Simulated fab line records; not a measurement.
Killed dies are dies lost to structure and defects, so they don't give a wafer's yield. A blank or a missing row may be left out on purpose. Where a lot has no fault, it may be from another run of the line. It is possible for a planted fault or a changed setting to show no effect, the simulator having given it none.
fab line records ; flow n5_finfet
[record] lots = 7; wafers = 21; last_day = 18
route steps=1938 shown BEOL_M11@1545
lots that met no fault: from a run of the same line without faults
start_h: start of the lot's first displayed wafer, in hours after the record's first day ; wait_h: how many hours have passed since the lot's step before this one ; " same as the row above ; L1.1+2: one row covering several wafers at once ; - no value, or no start was given ; * or withheld: withheld ; < > ~ a bound
route shown NAME@n: names a module that has steps shown in the file, with the first one's number in the route ; usual: the fault-free wafers' mean and standard deviation ; same: alike in all rows ; chamber/n: place in a boat ; sites: each site's reading ; _std_site: how widely they spread, as a standard deviation ; _edge_site: inner sites' mean taken away from outer sites' mean ; radius_mm: for every site, how far away it sits from the centre of the wafer ; mask NAME#n: copy n ; behind: tool/chamber where the wafer was last shaped ; hold: the reason the lot was held/the length of the hold in hours/how it ended ; device: the n, p or np transistor that did not switch ; end of line: tests of these same wafers at the route's end ; a step without rows: its recipe alone ; killed: count of dies lost to structure and defects at first sort (not the wafer's yield) ; map: dies across one wafer; x = killed, . = not, _ = none there
set.NAME: the setting that was run; set.NAME@STEP: the one run at that earlier step ; model.NAME: the simulator's own value behind a step, which no gauge read
lots at selected steps of the route; one table per step, one row per wafer
services: a tool's chamber out of use, with start hour (start_h, from the record's first day; less than 0 if before it), hours out, and reason
[[steps]]
[step N5_BEOL_M11_SOFTBAKE_06]
[recipe] temp_c = 110; time_s = 60; resist = CAR-ArF
[step N5_BEOL_M11_EXPOSE_08]
[recipe] mask_id = M11; na = 1.35; source_shape = dipole; sigma_inner = 0.411; sigma_outer = 0.611; polarization = te; dose_mj = 53.75
[step N5_BEOL_M11_PEB_09]
[recipe] peb_temp_c = withheld; peb_time_s = 60; resist = CAR-ArF
[step N5_BEOL_M11_DEVELOP_10]
[recipe] develop_time_s = 30; developer = TMAH; resist = CAR-ArF; rinse_liquid = diw; dry = air_spin; dev_temp_c = 23
[step N5_BEOL_M11_CD_MEAS_11]
[recipe] target_cd_nm = 64.1; landing_energy_ev = 500; detector = se_inlens; polarity = opening
[usual] cd_nm = 64.3/0.71
lot.wafer;tool;chamber;start_h;wait_h;cd_nm
L632.1;cd_sem-01;0;227.02;-;64.5
L632.4;cd_sem-01;0;227.02;-;64.5
L632.5;cd_sem-01;0;227.02;-;63.9
L645.1;cd_sem-03;0;309.67;-;63.6
L645.2;cd_sem-03;0;309.67;-;63.2
L645.6;cd_sem-03;0;309.67;-;63.5
L646.2;cd_sem-01;0;317.76;-;65.0
L646.5;cd_sem-01;0;317.76;-;65.0
L646.6;cd_sem-01;0;317.76;-;64.8
L653.2;cd_sem-02;0;363.00;-;64.1
L653.4;cd_sem-02;0;363.00;-;63.5
L653.5;cd_sem-02;0;363.00;-;63.8
L652.1;cd_sem-02;0;371.41;-;65.5
L652.2;cd_sem-02;0;371.41;-;65.8
L652.4;cd_sem-02;0;371.41;-;65.7
L655.2;cd_sem-01;0;375.61;-;64.4
L655.4;cd_sem-01;0;375.61;-;63.8
L655.5;cd_sem-01;0;375.61;-;64.6
L654.2;cd_sem-03;0;386.09;-;64.6
L654.3;cd_sem-03;0;386.09;-;64.1
L654.6;cd_sem-03;0;386.09;-;64.0
[step N5_BEOL_M11_OVL_MEAS_12]
[recipe] points_per_wafer = 44
[usual] M11_OVL = -0.3/0.92
lot.wafer;tool;chamber;start_h;wait_h;M11_OVL[nm]
L632.1;overlay-02;0;227.06;0.0;2.0
L632.4;overlay-02;0;227.06;0.0;0.6
L632.5;overlay-02;0;227.06;0.0;0.2
L645.1;overlay-01;0;309.70;0.0;-1.1
L645.2;overlay-01;0;309.70;0.0;-1.6
L645.6;overlay-01;0;309.70;0.0;-1.0
L646.2;overlay-01;0;317.79;0.0;-1.2
L646.5;overlay-01;0;317.79;0.0;-0.6
L646.6;overlay-01;0;317.79;0.0;-0.5
L653.2;overlay-01;0;363.03;0.0;-1.9
L653.4;overlay-01;0;363.03;0.0;-1.0
L653.5;overlay-01;0;363.03;0.0;-1.2
L652.1;overlay-01;0;371.44;0.0;0.7
L652.2;overlay-01;0;371.44;0.0;1.1
L652.4;overlay-01;0;371.44;0.0;0.0
L655.2;overlay-01;0;375.64;0.0;-1.6
L655.4;overlay-01;0;375.64;0.0;-1.0
L655.5;overlay-01;0;375.64;0.0;-0.6
L654.2;overlay-01;0;386.15;0.1;-0.6
L654.3;overlay-01;0;386.15;0.1;0.4
L654.6;overlay-01;0;386.15;0.1;-1.5
[step N5_BEOL_M11_INSPECT_13]
[recipe] mode = adi; inspect_instrument = brightfield
[usual] raw_defect_count = 439/92
lot.wafer;tool;chamber;start_h;wait_h;raw_defect_count
L632.1;defect_inspect-02;-;227.09;0.0;473
L632.4;defect_inspect-02;-;227.09;0.0;352
L632.5;defect_inspect-02;-;227.09;0.0;362
L645.1;defect_inspect-02;-;309.73;0.0;592
L645.2;defect_inspect-02;-;309.73;0.0;323
L645.6;defect_inspect-02;-;309.73;0.0;568
L646.2;defect_inspect-01;-;317.82;0.0;406
L646.5;defect_inspect-01;-;317.82;0.0;397
L646.6;defect_inspect-01;-;317.82;0.0;466
L653.2;defect_inspect-02;-;363.05;0.0;445
L653.4;defect_inspect-02;-;363.05;0.0;393
L653.5;defect_inspect-02;-;363.05;0.0;658
L652.1;defect_inspect-02;-;371.46;0.0;534
L652.2;defect_inspect-02;-;371.46;0.0;371
L652.4;defect_inspect-02;-;371.46;0.0;306
L655.2;defect_inspect-01;-;375.67;0.0;281
L655.4;defect_inspect-01;-;375.67;0.0;399
L655.5;defect_inspect-01;-;375.67;0.0;402
L654.2;defect_inspect-01;-;386.17;0.0;589
L654.3;defect_inspect-01;-;386.17;0.0;496
L654.6;defect_inspect-01;-;386.17;0.0;508
[step N5_BEOL_M11_DESCUM_16]
[recipe] chemistry = O2; time_s = 7.9; source_power_w = 50; bias_power_w = 20; pressure_mtorr = 20; rf_frequency_hz = 2.712e+07; temp_c = 40; resist = CAR-ArF; o2_flow_sccm = 225
[usual] drypump_motor_current_A = 5.6/0.57; oes_product_au = 0.79/0.087; rf_vpp_V = 243.0/1.3; showerhead_plenum_p_Torr = 2.08/0.062; throttle_valve_pct = 20.41/0.25
lot.wafer;tool;chamber;start_h;wait_h;drypump_motor_current_A;oes_product_au;rf_hours_counter_h;rf_vpp_V;showerhead_plenum_p_Torr;throttle_valve_pct
L632.1;rie_diel-06;2;227.38;0.3;4.9;0.89;45;242.8;2.04;19.98
L632.4;rie_diel-06;3;227.38;0.3;5.8;0.79;117;244.5;2.19;20.33
L632.5;rie_diel-06;2;227.38;0.3;4.9;0.89;-;243.0;2.05;19.97
L645.1;rie_diel-06;2;309.77;0.0;5.0;0.85;71;241.3;2.04;20.01
L645.2;rie_diel-06;1;309.77;0.0;5.1;0.69;249;243.8;2.07;20.53
L645.6;rie_diel-06;0;309.77;0.0;6.2;0.72;-;240.9;1.99;20.64
L646.2;rie_diel-01;0;317.85;0.0;5.2;0.74;187;242.6;2.08;20.81
L646.5;rie_diel-01;1;317.85;0.0;4.9;0.68;-;243.4;2.13;20.38
L646.6;rie_diel-01;2;317.85;0.0;6.0;0.76;-;243.5;2.08;20.36
L653.2;rie_diel-01;3;363.09;0.0;5.9;0.70;237;242.4;2.00;20.78
L653.4;rie_diel-01;1;363.09;0.0;4.8;0.67;250;242.4;2.13;20.43
L653.5;rie_diel-01;2;363.09;0.0;6.0;0.75;-;243.2;2.08;20.37
L652.1;rie_diel-01;0;372.04;0.6;5.2;0.73;207;242.9;2.07;20.84
L652.2;rie_diel-01;3;372.04;0.6;5.9;0.71;243;241.9;2.00;20.79
L652.4;rie_diel-01;3;372.04;0.6;5.9;0.71;-;242.6;2.00;20.77
L655.2;rie_diel-03;0;375.70;0.0;6.5;0.88;52;243.1;2.14;20.13
L655.4;rie_diel-03;2;375.70;0.0;6.6;0.87;-;243.9;2.06;20.43
L655.5;rie_diel-03;0;375.70;0.0;6.5;0.88;-;243.5;2.14;20.16
L654.2;rie_diel-06;2;386.31;0.1;4.9;0.83;94;242.7;2.03;20.06
L654.3;rie_diel-06;1;386.31;0.1;5.0;0.94;13;240.8;2.06;20.18
L654.6;rie_diel-06;1;386.31;0.1;5.1;0.93;-;242.0;2.06;20.18
[step N5_BEOL_M11_ETCH_61]
[recipe] chemistry = CF4; target = SiARC; target_depth_a = 390; mask_material = CAR-ArF; time_s = 65; ion_energy_ev = 80; pressure_mtorr = 40; source_w = 545; bias_w = 36; Ar_flow_sccm = 100; cf4_flow_sccm = 100; ends = cleared
[usual] drypump_motor_current_A = 5.6/0.57; etch_rf_on_time_s = 65.1/1.6; oes_product_au = 0.67/0.071; rf_vpp_V = 183.9/1.1; showerhead_plenum_p_Torr = 2.13/0.06; throttle_valve_pct = 15.59/0.28
lot.wafer;tool;chamber;start_h;wait_h;drypump_motor_current_A;etch_rf_on_time_s;oes_product_au;rf_hours_counter_h;rf_vpp_V;showerhead_plenum_p_Torr;throttle_valve_pct
L632.1;rie_diel-06;2;227.42;0.0;5.0;65.0;0.75;45;182.5;2.09;15.10
L632.4;rie_diel-06;3;227.42;0.0;5.7;65.8;0.66;117;185.4;2.23;15.58
L632.5;rie_diel-06;2;227.42;0.0;5.0;65.4;0.74;-;183.8;2.09;15.10
L645.1;rie_diel-06;2;309.80;0.0;5.0;65.3;0.72;71;183.4;2.08;15.15
L645.2;rie_diel-06;1;309.80;0.0;5.0;65.7;0.60;249;183.9;2.11;15.76
L645.6;rie_diel-06;0;309.80;0.0;6.2;67.7;0.61;-;182.1;2.04;15.88
L646.2;rie_diel-01;0;317.88;0.0;5.2;62.2;0.64;187;183.6;2.14;15.99
L646.5;rie_diel-01;1;317.88;0.0;4.8;64.5;0.59;-;185.8;2.19;15.69
L646.6;rie_diel-01;2;317.88;0.0;6.0;62.7;0.66;-;184.0;2.17;15.75
L653.2;rie_diel-01;3;363.12;0.0;5.9;67.8;0.59;237;184.4;2.03;15.81
L653.4;rie_diel-01;1;363.12;0.0;4.9;64.8;0.57;250;184.8;2.19;15.73
L653.5;rie_diel-01;2;363.12;0.0;6.0;62.4;0.65;-;183.9;2.16;15.79
L652.1;rie_diel-01;0;372.08;0.0;5.2;63.6;0.62;207;183.6;2.13;16.03
L652.2;rie_diel-01;3;372.08;0.0;5.9;68.4;0.59;243;182.9;2.03;15.82
L652.4;rie_diel-01;3;372.08;0.0;5.9;68.6;0.58;-;182.7;2.03;15.81
L655.2;rie_diel-03;0;375.74;0.0;6.5;65.9;0.74;52;184.2;2.17;15.20
L655.4;rie_diel-03;2;375.74;0.0;6.6;63.1;0.74;-;183.8;2.10;15.55
L655.5;rie_diel-03;0;375.74;0.0;6.5;65.1;0.75;-;183.8;2.17;15.20
L654.2;rie_diel-06;2;386.35;0.0;5.0;64.7;0.70;94;181.9;2.07;15.19
L654.3;rie_diel-06;1;386.35;0.0;5.0;64.0;0.80;13;182.1;2.10;15.29
L654.6;rie_diel-06;1;386.35;0.0;5.0;63.8;0.80;-;183.9;2.10;15.31
[step N5_BEOL_M11_ETCH_62]
[recipe] chemistry = N2/H2; target = SOC; target_depth_a = 1100; overetch_a = 220; mask_material = SiARC; temp_c = 40; time_s = 165; ion_energy_ev = 200; pressure_mtorr = 30; source_w = 840; bias_w = 150; n2_flow_sccm = 200; h2_flow_sccm = 200
[usual] drypump_motor_current_A = 5.6/0.56; oes_product_au = 0.67/0.067; rf_vpp_V = 523.5/2.2; showerhead_plenum_p_Torr = 2.52/0.077; throttle_valve_pct = 17.77/0.23
lot.wafer;tool;chamber;start_h;wait_h;drypump_motor_current_A;oes_product_au;rf_hours_counter_h;rf_vpp_V;showerhead_plenum_p_Torr;throttle_valve_pct
L632.1;rie_diel-06;2;227.47;0.0;5.0;0.74;45;521.3;2.49;17.43
L632.4;rie_diel-06;3;227.47;0.0;5.7;0.66;117;526.7;2.65;17.69
L632.5;rie_diel-06;2;227.47;0.0;5.0;0.73;-;522.1;2.49;17.44
L645.1;rie_diel-06;2;309.85;0.0;5.0;0.71;71;522.5;2.48;17.48
L645.2;rie_diel-06;1;309.85;0.0;5.1;0.60;249;524.5;2.49;17.77
L645.6;rie_diel-06;0;309.85;0.0;6.2;0.62;-;520.3;2.40;17.98
L646.2;rie_diel-01;0;317.93;0.0;5.2;0.63;187;523.9;2.52;18.15
L646.5;rie_diel-01;1;317.93;0.0;4.8;0.57;-;526.3;2.61;17.87
L646.6;rie_diel-01;2;317.93;0.0;6.0;0.65;-;524.8;2.54;17.85
L653.2;rie_diel-01;3;363.17;0.0;5.9;0.60;237;519.4;2.42;18.14
L653.4;rie_diel-01;1;363.17;0.0;4.9;0.58;250;525.6;2.61;17.88
L653.5;rie_diel-01;2;363.17;0.0;6.0;0.63;-;525.2;2.53;17.86
L652.1;rie_diel-01;0;372.13;0.0;5.2;0.60;207;523.6;2.52;18.17
L652.2;rie_diel-01;3;372.13;0.0;5.9;0.60;243;519.9;2.42;18.13
L652.4;rie_diel-01;3;372.13;0.0;5.9;0.60;-;520.4;2.42;18.12
L655.2;rie_diel-03;0;375.79;0.0;6.5;0.74;52;523.1;2.60;17.62
L655.4;rie_diel-03;2;375.79;0.0;6.5;0.72;-;521.2;2.48;17.59
L655.5;rie_diel-03;0;375.79;0.0;6.5;0.74;-;524.9;2.60;17.68
L654.2;rie_diel-06;2;386.40;0.0;5.0;0.69;94;520.9;2.47;17.50
L654.3;rie_diel-06;1;386.40;0.0;5.1;0.78;13;524.0;2.48;17.38
L654.6;rie_diel-06;1;386.40;0.0;5.1;0.79;-;522.3;2.48;17.37
[step N5_BEOL_M11_STRIP_68]
[recipe] chemistry = N2/H2; temp_c = 40; n2_flow_sccm = 200; h2_flow_sccm = 200; rf_frequency_hz = 6e+07
[step N5_BEOL_M11_STRIP_67]
[recipe] chemistry = CF4; resist = SiARC; power_w = 300; bias_power_w = 75; pressure_mtorr = 50; cf4_flow_sccm = 150; rf_frequency_hz = 6e+07
[usual] drypump_motor_current_A = 5.6/0.57; oes_product_au = 0.79/0.079; rf_vpp_V = 270.9/1.4; showerhead_plenum_p_Torr = 1.78/0.051; throttle_valve_pct = 13.57/0.29
lot.wafer;tool;chamber;start_h;wait_h;drypump_motor_current_A;oes_product_au;rf_hours_counter_h;rf_vpp_V;showerhead_plenum_p_Torr;throttle_valve_pct
L632.1;rie_diel-06;2;227.61;0.0;5.0;0.87;46;270.7;1.74;13.05
L632.4;rie_diel-06;3;227.61;0.0;5.7;0.78;117;272.4;1.87;13.58
L632.5;rie_diel-06;2;227.61;0.0;5.0;0.88;-;269.8;1.74;13.04
L645.1;rie_diel-06;2;310.00;0.0;5.0;0.84;71;270.8;1.74;13.10
L645.2;rie_diel-06;1;310.00;0.0;5.1;0.71;249;269.1;1.77;13.77
L645.6;rie_diel-06;0;310.00;0.0;6.2;0.73;-;269.7;1.71;13.86
L646.2;rie_diel-01;0;318.08;0.0;5.2;0.73;187;271.6;1.79;13.98
L646.5;rie_diel-01;1;318.08;0.0;4.8;0.68;-;272.2;1.84;13.72
L646.6;rie_diel-01;2;318.08;0.0;6.0;0.76;-;269.8;1.81;13.69
L653.2;rie_diel-01;3;363.32;0.0;5.9;0.71;237;268.8;1.70;13.79
L653.4;rie_diel-01;1;363.32;0.0;4.8;0.67;250;273.7;1.84;13.76
L653.5;rie_diel-01;2;363.32;0.0;6.0;0.75;-;270.5;1.81;13.72
L652.1;rie_diel-01;0;372.27;0.0;5.2;0.72;207;270.3;1.79;14.01
L652.2;rie_diel-01;3;372.27;0.0;5.9;0.71;243;270.9;1.70;13.81
L652.4;rie_diel-01;3;372.27;0.0;5.9;0.71;-;269.1;1.70;13.81
L655.2;rie_diel-03;0;375.93;0.0;6.5;0.87;53;270.5;1.81;13.16
L655.4;rie_diel-03;2;375.93;0.0;6.6;0.86;-;269.9;1.76;13.46
L655.5;rie_diel-03;0;375.93;0.0;6.5;0.87;-;270.6;1.81;13.15
L654.2;rie_diel-06;2;386.55;0.0;5.0;0.81;94;270.7;1.73;13.15
L654.3;rie_diel-06;1;386.55;0.0;5.1;0.93;14;271.4;1.76;13.27
L654.6;rie_diel-06;1;386.55;0.0;5.0;0.93;-;270.7;1.76;13.26
[step N5_BEOL_M11_HM_OPEN_17]
[recipe] chemistry = Cl2/BCl3; target_depth_a = 200; overetch_a = 60; target = TiN; mask_material = SOC; ion_energy_ev = 150; pressure_mtorr = 10; icp_w = 1000; bias_w = 126; Cl2_flow_sccm = 53.25; bcl3_flow_sccm = 21.75; Ar_flow_sccm = 25
[usual] drypump_motor_current_A = 6.01/0.26; oes_product_au = 0.68/0.09; throttle_valve_pct = 22.13/0.18
lot.wafer;tool;chamber;start_h;wait_h;drypump_motor_current_A;oes_product_au;rf_hours_counter_h;throttle_valve_pct;model.SOC_of_BEOL_M11_COAT_59.thk_nm
L632.1;rie_metal-03;1;227.66;0.0;6.00;0.67;40;22.16;92.8
L632.4;rie_metal-03;1;227.66;0.0;6.00;0.67;-;22.16;93
L632.5;rie_metal-03;1;227.66;0.0;6.01;0.66;-;22.18;92.6
L645.1;rie_metal-03;1;310.04;0.0;5.99;0.66;48;22.17;92.8
L645.2;rie_metal-03;0;310.04;0.0;6.13;0.81;2;21.84;92.6
L645.6;rie_metal-03;0;310.04;0.0;6.15;0.81;-;21.83;92.2
L646.2;rie_metal-02;0;318.15;0.1;5.81;0.77;-;22.47;92.8
L646.5;rie_metal-02;0;318.15;0.1;5.78;0.77;-;22.48;92.4
L646.6;rie_metal-02;0;318.15;0.1;5.79;0.76;-;22.49;92.4
L653.2;rie_metal-03;0;363.36;0.0;6.15;0.79;5;21.82;92.2
L653.4;rie_metal-03;1;363.36;0.0;6.00;0.65;-;22.17;92.4
L653.5;rie_metal-03;0;363.36;0.0;6.14;0.79;-;21.83;87.6
L652.1;rie_metal-03;0;372.31;0.0;6.15;0.78;6;21.83;88
L652.2;rie_metal-03;1;372.31;0.0;5.97;0.65;52;22.16;92.6
L652.4;rie_metal-03;1;372.31;0.0;5.99;0.65;-;22.16;92.2
L655.2;rie_metal-03;0;375.97;0.0;6.15;0.77;7;21.87;92.4
L655.4;rie_metal-03;0;375.97;0.0;6.15;0.76;-;21.86;92.2
L655.5;rie_metal-03;0;375.97;0.0;6.13;0.76;-;21.82;87.6
L654.2;rie_metal-01;1;386.59;0.0;6.16;0.72;20;22.11;92
L654.3;rie_metal-01;1;386.59;0.0;6.17;0.71;-;22.13;91.8
L654.6;rie_metal-01;0;386.59;0.0;6.25;0.61;-;22.05;92
[step N5_BEOL_M11_STRIP_19]
[recipe] chemistry = O2; power_w = 400; temp_c = 40; pressure_mtorr = 30; rf_frequency_hz = 6e+07; bias_power_w = 0; overash_fraction = 0.2; o2_flow_sccm = 225
[usual] drypump_motor_current_A = 5.6/0.53; oes_product_au = 0.78/0.09; rf_vpp_V = 3.7/0.63; showerhead_plenum_p_Torr = 2.09/0.067; throttle_valve_pct = 16.69/0.27
lot.wafer;tool;chamber;start_h;wait_h;drypump_motor_current_A;oes_product_au;rf_hours_counter_h;rf_vpp_V;showerhead_plenum_p_Torr;throttle_valve_pct
L632.1;rie_diel-03;3;227.91;0.2;5.4;0.70;226;5.4;2.18;17.05
L632.4;rie_diel-03;0;227.91;0.2;6.5;0.97;-;3.1;2.16;16.26
L632.5;rie_diel-03;3;227.91;0.2;5.4;0.70;-;4.5;2.18;17.04
L645.1;rie_diel-01;1;310.15;0.1;4.9;0.69;232;3.8;2.14;16.67
L645.2;rie_diel-01;0;310.15;0.1;5.2;0.73;184;3.0;2.09;17.02
L645.6;rie_diel-01;1;310.15;0.1;4.8;0.68;-;3.4;2.14;16.68
L646.2;rie_diel-01;2;318.32;0.1;6.0;0.75;129;3.4;2.08;16.63
L646.5;rie_diel-01;1;318.32;0.1;4.8;0.68;-;3.4;2.14;16.70
L646.6;rie_diel-01;0;318.32;0.1;5.2;0.74;-;2.9;2.09;17.00
L653.2;rie_diel-06;2;363.47;0.1;5.0;0.83;88;4.0;2.03;16.31
L653.4;rie_diel-06;0;363.47;0.1;6.2;0.70;223;4.0;1.98;16.95
L653.5;rie_diel-06;1;363.47;0.1;5.1;0.95;-;4.4;2.07;16.40
L652.1;rie_diel-01;0;372.43;0.1;5.2;0.72;207;3.6;2.08;17.04
L652.2;rie_diel-01;2;372.43;0.1;6.0;0.74;149;3.0;2.08;16.62
L652.4;rie_diel-01;2;372.43;0.1;6.0;0.75;-;3.5;2.08;16.67
L655.2;rie_diel-01;0;376.08;0.1;5.2;0.72;207;2.7;2.08;17.07
L655.4;rie_diel-01;3;376.08;0.1;5.9;0.71;-;3.5;2.00;16.99
L655.5;rie_diel-01;0;376.08;0.1;5.2;0.72;-;2.6;2.08;17.04
L654.2;rie_diel-06;3;386.71;0.1;5.7;0.74;166;3.2;2.18;16.71
L654.3;rie_diel-06;2;386.71;0.1;4.9;0.83;94;4.2;2.03;16.30
L654.6;rie_diel-06;2;386.71;0.1;4.9;0.82;-;5.1;2.03;16.30
[[services]]
tool;chamber;start_h;hours;kind
rie_diel-06;0;213.00;3.4;repair
rie_diel-03;2;217.30;-;clean
rie_diel-03;2;217.30;-;consumable_replace:focus_ring
rie_diel-03;2;217.30;20.1;scheduled_down
rie_diel-03;2;217.30;20.1;vent_cycle
rie_diel-01;1;226.18;3.6;repair
rie_diel-01;0;241.59;12.8;repair
rie_metal-03;0;255.44;-;clean
rie_diel-03;2;266.47;4.2;repair
rie_metal-01;1;276.01;6.2;repair
rie_diel-06;1;290.13;8.6;repair
rie_diel-01;-;294.76;1.2;repair
rie_diel-06;1;312.47;-;clean
rie_diel-06;1;312.47;-;consumable_replace:focus_ring
rie_diel-06;1;312.47;21.9;scheduled_down
rie_diel-06;1;312.47;21.9;vent_cycle
rie_metal-02;0;320.82;3.8;repair
rie_metal-03;-;350.73;2.8;pm
rie_diel-03;-;357.61;13.2;repair
rie_diel-01;1;363.69;-;clean
rie_diel-01;1;363.69;-;consumable_replace:focus_ring
rie_diel-01;1;363.69;20.8;scheduled_down
rie_diel-01;1;363.69;20.8;vent_cycle
rie_diel-06;-;363.75;0.3;repair
[[key]]
first_sign none at tools or gauges
[model_effect] step = N5_BEOL_M11_HM_OPEN_17; value = SOC_of_BEOL_M11_COAT_59.thk_nm; without = 92.07; struck = 87.73
met_at N5_BEOL_M11_HM_OPEN_17
struck_wafers L652.1,L653.5,L655.5
onset_between 310.04 363.36
[fault] kind = process_parameter_drift; tool = rie_metal-03; chamber = -; onset_h = 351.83; steps = N5_BEOL_M11_HM_OPEN_17; channel = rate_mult; offset = 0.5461; shape = step; end_h = 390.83; scope = struck_wafers_only
